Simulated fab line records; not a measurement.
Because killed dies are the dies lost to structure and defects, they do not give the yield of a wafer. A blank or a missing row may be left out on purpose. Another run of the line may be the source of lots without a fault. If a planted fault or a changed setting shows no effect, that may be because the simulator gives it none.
fab line records + flow nandHarc
[record]
- lots = 6
- wafers = 18
- lastDay = 34
route steps=1302 shown A_DECK1_JOINT@530 END@1302
lots untouched by any fault: they come from a run of this same line in which no faults occurred
startH: hours from the record's opening day to when the first of the lot's shown wafers began + waitH: time in hours since the lot's previous step + " same as the row above + L1.1+2: several wafers, shown together as one row + - either no value or no given start + * or withheld: withheld + < > ~ a bound
route shown NAME@n: NAME is a module with steps in the file, n the number in the route of the first one + usual: mean/standard deviation taken from wafers without a fault + same: alike in all rows + chamber/n: place in a boat + sites: readings site by site + _std_site: the values' standard deviation + _edge_site: outer sites' mean less inner sites' + radiusMm: how far each site lies from the wafer's centre + mask NAME#n: copy n + behind: the last tool/chamber to shape the wafer + hold: what put the lot on hold/how long, in hours/how the hold closed + device: whichever transistor did not switch (one of n, p or np) + end of line: the same wafers' tests at the end of the route + step lacking rows: just its recipe + killed: dies that structure and defects cost at the first sort, which is not the same as the wafer's yield + map: shows each die of a wafer: x if killed, . if not, _ if none is there
set.NAME: the setting that was run; set.NAME@STEP: the one run at that earlier step + model.NAME: the simulator's own value behind a step, which no gauge read
lots at selected steps of the route; one table per step, one row per wafer
services: a tool's chamber out of use, with start hour (startH, from the record's first day; less than 0 if before it), hours out, and reason
[[steps]]
[step NHARC_A_DECK1_JOINT_ETCHBACK_00]
[recipe]
- targetDepthA = 300
- timeS = 17.4
- hbrFlowSccm = 150
- rfW = 350
- icpW = 350
- biasW = 60
- chemistry = HBr
[usual]
- drypumpMotorCurrentA = 5.6/0.33
- oesProductAu = 1.001/0.0072
- throttleValvePct = 23.266/0.0091
[same]
- timeS = 17.4
| lot.wafer | tool     | chamber | startH | waitH | drypumpMotorCurrentA | oesProductAu | rfHoursCounterH | throttleValvePct |
|-----------|----------|---------|--------|-------|----------------------|--------------|-----------------|------------------|
| L396.4    | rieSi-02 | 2       | 264.57 | 0.1   | 5.8                  | 0.993        | 1.0             | 23.253           |
| L396.1    | "        | 3       | "      | "     | 5.7                  | 1.001        | 0.9             | 23.257           |
| L396.5    | "        | 1       | "      | "     | 5.5                  | 1.011        | -               | 23.281           |
| L399.2    | rieSi-02 | 3       | 305.41 | 0.1   | 5.7                  | 0.992        | 0.2             | 23.271           |
| L399.3    | "        | 1       | "      | "     | 5.5                  | 0.990        | 0.1             | 23.251           |
| L399.5    | "        | 2       | "      | "     | 5.8                  | 1.002        | -               | 23.260           |
| L411.1    | rieSi-05 | 1       | 409.07 | 0.1   | 5.0                  | 1.007        | 0.8             | 23.264           |
| L411.3    | "        | 2       | "      | "     | 5.5                  | 1.011        | 0.7             | 23.262           |
| L411.6    | "        | 1       | "      | "     | 5.1                  | 1.014        | -               | 23.271           |
| L412.1    | rieSi-03 | 3       | 434.30 | 0.1   | 5.9                  | 1.002        | 0.2             | 23.266           |
| L412.3    | "        | 2       | "      | "     | 6.0                  | 1.003        | 0.2             | 23.276           |
| L412.6    | "        | 3       | "      | "     | 5.9                  | 0.999        | -               | 23.257           |
| L416.1    | rieSi-05 | 1       | 466.51 | 0.1   | 5.0                  | 0.990        | 1.2             | 23.271           |
| L416.3    | "        | 3       | "      | "     | 5.8                  | 1.006        | 1.1             | 23.255           |
| L416.5    | "        | 1       | "      | "     | 5.0                  | 1.002        | -               | 23.283           |
| L417.3    | rieSi-02 | 0       | 487.64 | 0.1   | 5.8                  | 0.984        | 0.2             | 23.255           |
| L417.1    | "        | 2       | "      | "     | 5.8                  | 1.001        | 0.1             | 23.253           |
| L417.5    | "        | 0       | "      | "     | 5.8                  | 0.987        | -               | 23.267           |
[step NHARC_A_DECK1_JOINT_PRECLEAN_30]
[recipe]
- timeS = *
- tempC = 50
- bathAgeMin = 0
- chemistry = SC1
[step NHARC_A_DECK1_JOINT_SRD_31]
[step NHARC_A_DECK1_JOINT_CVD_34]
[recipe]
- targetThkA = 200
- tempC = 700
- pressureMtorr = 300
- material = SiNx
[step NHARC_A_DECK1_JOINT_DEP_06]
[recipe]
- targetThkA = 800
- tempC = 65
- material = SiOx
[step NHARC_A_DECK1_JOINT_CURE_26]
[recipe]
- tempC = 150
- timeS = 32
- pressureAtm = 0.395
[step NHARC_A_DECK1_JOINT_ANNEAL_27]
[recipe]
- tempC = 400
- timeS = 3600
- idleTempC = 300
- rampUpCPerMin = 10
- densificationPH2oTorr = 640
[step NHARC_A_DECK1_JOINT_ANNEAL_28]
[recipe]
- tempC = 500
- timeS = 1800
- idleTempC = 400
- rampUpCPerMin = 10
- densificationPH2oTorr = 640
[step NHARC_A_DECK1_JOINT_ANNEAL_29]
[recipe]
- tempC = 750
- timeS = 1800
- idleTempC = 500
- rampUpCPerMin = 10
- rampDownCPerMin = 3
[step NHARC_A_DECK1_JOINT_CMP_02]
[recipe]
- material = SiOx
[usual]
- motorCurrentA = 10.8/1.1
| lot.wafer | tool   | chamber | startH | waitH | motorCurrentA |
|-----------|--------|---------|--------|-------|---------------|
| L396.1    | cmp-04 | 0       | 285.58 | 0.5   | 9.9           |
| L396.4    | "      | 3       | "      | "     | 11.3          |
| L396.5    | "      | 0       | "      | "     | 10.1          |
| L399.3    | cmp-04 | 1       | 326.27 | 0.4   | 9.1           |
| L399.2    | "      | 3       | "      | "     | 11.5          |
| L399.5    | "      | 1       | "      | "     | 9.7           |
| L411.3    | cmp-04 | 1       | 429.13 | 0.4   | 9.9           |
| L411.1    | "      | 3       | "      | "     | 11.7          |
| L411.6    | "      | 1       | "      | "     | 9.4           |
| L412.3    | cmp-04 | 2       | 454.06 | 0.4   | 11.3          |
| L412.1    | "      | 3       | "      | "     | 11.9          |
| L412.6    | "      | 3       | "      | "     | 11.5          |
| L416.1    | cmp-01 | 1       | 490.12 | 0.4   | 10.0          |
| L416.3    | "      | 3       | "      | "     | 11.2          |
| L416.5    | "      | 1       | "      | "     | 9.7           |
| L417.1    | cmp-01 | 1       | 512.65 | 0.4   | 10.1          |
| L417.3    | "      | 3       | "      | "     | 10.3          |
| L417.5    | "      | 0       | "      | "     | 10.8          |
[step NHARC_A_DECK1_JOINT_SRD_15]
[step NHARC_A_DECK1_JOINT_DEP_16]
[recipe]
- targetThkA = 450
- tempC = 400
- pressureTorr = 6.5
- rfW = 900
- teosFlowSccm = 161.4
- flowSccm = 2650
- targetThkNm = 45
- gas = O2
- material = SiO2
[usual]
- heaterPowerW = 527/87
- mfcPrecursorSccm = 161.3/0.5
- throttleValvePct = 15.9/0.61
| lot.wafer | tool     | chamber | startH | waitH | heaterPowerW | mfcPrecursorSccm | throttleValvePct |
|-----------|----------|---------|--------|-------|--------------|------------------|------------------|
| L396.1    | pecvd-01 | 2       | 285.97 | 0.1   | 459          | 161.8            | 14.5             |
| L396.5    | "        | 2       | "      | "     | 467          | 161.3            | 14.1             |
| L396.4    | "        | 1       | "      | "     | 463          | 160.5            | 16.4             |
| L399.2    | pecvd-03 | 1       | 326.66 | 0.1   | 666          | 161.2            | 16.2             |
| L399.3    | "        | 2       | "      | "     | 581          | 162.1            | 15.1             |
| L399.5    | "        | 2       | "      | "     | 612          | 160.8            | 15.6             |
| L411.1    | pecvd-01 | 1       | 429.49 | 0.1   | 492          | 142.5            | 15.7             |
| L411.3    | "        | 2       | "      | "     | 526          | 142.2            | 14.7             |
| L411.6    | "        | 0       | "      | "     | 554          | 142.8            | 16.6             |
| L412.1    | pecvd-01 | 1       | 454.48 | 0.1   | 439          | 141.7            | 15.2             |
| L412.3    | "        | 2       | "      | "     | 495          | 142.2            | 14.6             |
| L412.6    | "        | 1       | "      | "     | 441          | 142.4            | 15.3             |
| L416.3    | pecvd-04 | 2       | 490.54 | 0.1   | 543          | 161.0            | 15.6             |
| L416.1    | "        | 0       | "      | "     | 635          | 161.1            | 15.3             |
| L416.5    | "        | 0       | "      | "     | 645          | 160.8            | 15.6             |
| L417.3    | pecvd-04 | 0       | 513.02 | 0.1   | 582          | 161.7            | 15.2             |
| L417.1    | "        | 1       | "      | "     | 395          | 162.2            | 16.9             |
| L417.5    | "        | 1       | "      | "     | 401          | 161.9            | 17.0             |
[step NHARC_A_DECK1_JOINT_THK_MEAS_17]
[recipe]
- thkMeasGauge = ellipsometry
[usual]
- thkNm = 45.2/1.3
| lot.wafer | tool         | chamber | startH | waitH | thkNm |
|-----------|--------------|---------|--------|-------|-------|
| L396.1    | filmMetro-01 | -       | 286.25 | 0.3   | 45.2  |
| L396.4    | "            | -       | "      | "     | 46.1  |
| L396.5    | "            | -       | "      | "     | 44.7  |
| L399.2    | filmMetro-02 | -       | 326.92 | 0.2   | 46.8  |
| L399.3    | "            | -       | "      | "     | 43.6  |
| L399.5    | "            | -       | "      | "     | 42.6  |
| L411.1    | filmMetro-01 | -       | 429.77 | 0.2   | 39.1  |
| L411.3    | "            | -       | "      | "     | 38.5  |
| L411.6    | "            | -       | "      | "     | 41.3  |
| L412.1    | filmMetro-02 | -       | 454.73 | 0.2   | 38.3  |
| L412.3    | "            | -       | "      | "     | 37.7  |
| L412.6    | "            | -       | "      | "     | 40.7  |
| L416.1    | filmMetro-02 | -       | 490.80 | 0.2   | 43.8  |
| L416.3    | "            | -       | "      | "     | 42.9  |
| L416.5    | "            | -       | "      | "     | 46.1  |
| L417.1    | filmMetro-02 | -       | 513.30 | 0.2   | 45.2  |
| L417.3    | "            | -       | "      | "     | 46.3  |
| L417.5    | "            | -       | "      | "     | 46.0  |
[step NHARC_A_DECK1_JOINT_INSPECT_05]
[usual]
- rawDefectCount = 352/190
| lot.wafer | tool             | chamber | startH | waitH | rawDefectCount |
|-----------|------------------|---------|--------|-------|----------------|
| L396.1    | defectInspect-01 | -       | 286.29 | 0.0   | 269            |
| L396.4    | "                | -       | "      | "     | 239            |
| L396.5    | "                | -       | "      | "     | 458            |
| L399.2    | defectInspect-02 | -       | 326.95 | 0.0   | 205            |
| L399.3    | "                | -       | "      | "     | 295            |
| L399.5    | "                | -       | "      | "     | 250            |
| L411.1    | defectInspect-01 | -       | 429.81 | 0.0   | 396            |
| L411.3    | "                | -       | "      | "     | 565            |
| L411.6    | "                | -       | "      | "     | 577            |
| L412.1    | defectInspect-02 | -       | 454.77 | 0.0   | 453            |
| L412.3    | "                | -       | "      | "     | 338            |
| L412.6    | "                | -       | "      | "     | 275            |
| L416.1    | defectInspect-02 | -       | 490.83 | 0.0   | 297            |
| L416.3    | "                | -       | "      | "     | 220            |
| L416.5    | "                | -       | "      | "     | 285            |
| L417.1    | defectInspect-01 | -       | 513.33 | 0.0   | 220            |
| L417.3    | "                | -       | "      | "     | 326            |
| L417.5    | "                | -       | "      | "     | 279            |
[step NHARC_END_SORT_01]
[recipe]
- tempC = 25
[usual]
- killedAtArray = 56/21
- killedAtOther = 1.2/1.6
- killedAtPeriphery = 3.7/2.5
- killedDies = 61/21
- killedOpen = 3.1/1.8
- killedShort = 2.8/1.7
[same]
- grossDies = 677
| lot.wafer | tool      | chamber | startH | waitH | killedAtArray | killedAtOther | killedAtPeriphery | killedDies | killedOpen | killedShort |
|-----------|-----------|---------|--------|-------|---------------|---------------|-------------------|------------|------------|-------------|
| L399.2    | prober-01 | 0       | 621.08 | 2.8   | 47            | 1             | 3                 | 51         | 2          | 0           |
| L399.3    | prober-01 | 0       | 621.89 | 3.1   | 72            | 0             | 4                 | 76         | 3          | 2           |
| L399.5    | prober-01 | 0       | 623.51 | 3.7   | 81            | 0             | 7                 | 88         | 4          | 5           |
| L411.1    | prober-01 | 0       | 711.43 | 2.5   | 81            | 1             | 7                 | 89         | 3          | 6           |
| L411.3    | prober-01 | 0       | 713.03 | 3.1   | 65            | 0             | 8                 | 73         | 3          | 4           |
| L411.6    | prober-01 | 0       | 715.44 | 4.0   | 77            | 2             | 7                 | 86         | 1          | 3           |
| L416.1    | prober-02 | 0       | 780.19 | 2.5   | 47            | 0             | 6                 | 53         | 2          | 2           |
| L416.3    | prober-02 | 0       | 781.79 | 3.1   | 43            | 1             | 7                 | 51         | 2          | 6           |
| L416.5    | prober-02 | 0       | 783.40 | 3.7   | 42            | 0             | 4                 | 46         | 3          | 3           |
// killed by level:class
L399.2 A_CHANNEL_HOLE_D1:chamberFilmFlake=21 A_SLIT:chamberFilmFlake=15 A_CHANNEL_HOLE_D2:chamberFilmFlake=6 P_M2:chamberFilmFlake=2 A_CHANNEL_FILL_D1:geometricParticle:open=1 A_BLC:geometricParticle:open=1 P_STI:chamberFilmFlake=1 A_DECK1_JOINT:chamberFilmFlake=1
L399.3 A_CHANNEL_HOLE_D1:chamberFilmFlake=35 A_SLIT:chamberFilmFlake=23 A_CHANNEL_HOLE_D2:chamberFilmFlake=9 P_GATE:geometricParticle:open=1 P_M1:geometricParticle:open=1 P_M1:geometricParticle:short=1 A_ONON_D1:geometricParticle:short=1 A_DECK1_JOINT:geometricParticle:open=1
L399.5 A_CHANNEL_HOLE_D1:chamberFilmFlake=31 A_SLIT:chamberFilmFlake=29 A_CHANNEL_HOLE_D2:chamberFilmFlake=7 P_ZERO_WELL:chamberFilmFlake=3 A_M0:geometricParticle:open=2 P_M2:chamberFilmFlake=2 A_DECK1_JOINT:chamberFilmFlake=2 A_STAIRCASE:chamberFilmFlake=2
L411.1 A_CHANNEL_HOLE_D1:chamberFilmFlake=34 A_SLIT:chamberFilmFlake=26 A_CHANNEL_HOLE_D2:chamberFilmFlake=11 P_STI:chamberFilmFlake=3 A_CHANNEL_FILL_D1:geometricParticle:short=2 A_STAIRCASE:chamberFilmFlake=2 P_CONTACT:geometricParticle:open=1 P_M0:geometricParticle:open=1
L411.3 A_SLIT:chamberFilmFlake=26 A_CHANNEL_HOLE_D1:chamberFilmFlake=23 A_CHANNEL_HOLE_D2:chamberFilmFlake=7 P_M1:chamberFilmFlake=4 A_STAIRCASE:chamberFilmFlake=3 A_CHANNEL_FILL_D1:geometricParticle:short=2 P_STI:geometricParticle:short=1 P_CONTACT:geometricParticle:short=1
L411.6 A_CHANNEL_HOLE_D1:chamberFilmFlake=38 A_SLIT:chamberFilmFlake=20 A_CHANNEL_HOLE_D2:chamberFilmFlake=15 P_M1:chamberFilmFlake=3 P_STI:chamberFilmFlake=2 THIN_TSV:chamberFilmFlake=2 P_CONTACT:geometricParticle:short=1 P_M0:geometricParticle:short=1
L416.1 A_CHANNEL_HOLE_D1:chamberFilmFlake=18 A_SLIT:chamberFilmFlake=13 P_CONTACT:chamberFilmFlake=6 A_STAIRCASE:chamberFilmFlake=4 A_CONTACT:chamberFilmFlake=4 A_WL_FILL:chamberFilmFlake=2 A_DECK1_JOINT:geometricParticle:open=1 A_CHANNEL_FILL_D2:geometricParticle:open=1
L416.3 A_CHANNEL_HOLE_D1:chamberFilmFlake=19 A_SLIT:chamberFilmFlake=9 A_CHANNEL_FILL_D1:geometricParticle:short=3 P_GATE:chamberFilmFlake=3 P_CONTACT:chamberFilmFlake=3 A_CONTACT:chamberFilmFlake=3 A_ONON_D1:geometricParticle:short=2 A_CHANNEL_FILL_D1:chamberFilmFlake=2
L416.5 A_CHANNEL_HOLE_D1:chamberFilmFlake=14 A_SLIT:chamberFilmFlake=9 A_CONTACT:chamberFilmFlake=7 A_WL_FILL:chamberFilmFlake=4 A_ONON_D2:geometricParticle:short=2 P_GATE:chamberFilmFlake=2 A_STAIRCASE:chamberFilmFlake=2 P_CONTACT:geometricParticle:open=1
[[services]]
| tool     | chamber | startH | hours | kind   |
|----------|---------|--------|-------|--------|
| pecvd-04 | -       | 269.21 | 13.0  | pm     |
| rieSi-02 | -       | 277.00 | 9.0   | pm     |
| cmp-01   | -       | 283.53 | 4.0   | pm     |
| rieSi-05 | -       | 305.00 | 9.0   | pm     |
| cmp-04   | -       | 307.33 | 4.0   | pm     |
| pecvd-01 | -       | 311.00 | 13.0  | pm     |
| rieSi-02 | 0       | 316.55 | 106.7 | repair |
| rieSi-05 | 2       | 322.81 | 12.8  | repair |
| pecvd-04 | -       | 344.28 | 4.8   | repair |
| cmp-01   | -       | 350.70 | 0.3   | repair |
| pecvd-01 | 2       | 358.90 | 8.7   | repair |
| cmp-01   | -       | 368.54 | 3.5   | repair |
| cmp-01   | -       | 381.53 | 4.0   | pm     |
| cmp-04   | -       | 402.77 | 0.5   | repair |
| cmp-04   | -       | 405.33 | 4.0   | pm     |
| rieSi-02 | 2       | 407.47 | 6.4   | repair |
| cmp-04   | -       | 446.31 | 0.8   | repair |
| pecvd-04 | -       | 450.21 | 13.0  | pm     |
| rieSi-05 | 1       | 450.53 | 3.0   | repair |
| rieSi-02 | -       | 454.00 | 9.0   | pm     |
| cmp-04   | -       | 462.84 | 0.7   | repair |
| cmp-04   | -       | 465.44 | 0.4   | repair |
| pecvd-01 | -       | 492.00 | 13.0  | pm     |
| cmp-04   | -       | 503.33 | 4.0   | pm     |
[[key]]
[firstSign]
- step = NHARC_A_DECK1_JOINT_DEP_16
- reading = mfcPrecursorSccm
- direction = down
- sigmas = 38
- usual = 161.3
- struck = 142.3
[effect]
- step = NHARC_A_DECK1_JOINT_THK_MEAS_17
- reading = thkNm
- direction = down
- sigmas = 4.6
- usual = 45.2
- struck = 39.3
metAt NHARC_A_DECK1_JOINT_DEP_16
struckWafers L411.1,L411.3,L411.6,L412.1,L412.3,L412.6
testerLeftOut L411,L412
onsetBetween 285.97 429.49
[fault]
- kind = processParameterDrift
- tool = pecvd-01
- chamber = -
- onsetH = 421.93
- steps = NHARC_A_DECK1_JOINT_DEP_16
- channel = teosFlowSccm
- offset = *
- shape = step
- endH = 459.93
- actsIn = *
- stated = *
// testerLeftOut: of these lots the tester's yield and bins aren't shown, on N5 and GAA mostly nor the transistor test; their killed dies are dies lost to structure and defects alone, not to doping, threshold or leakage, so they don't give the yield
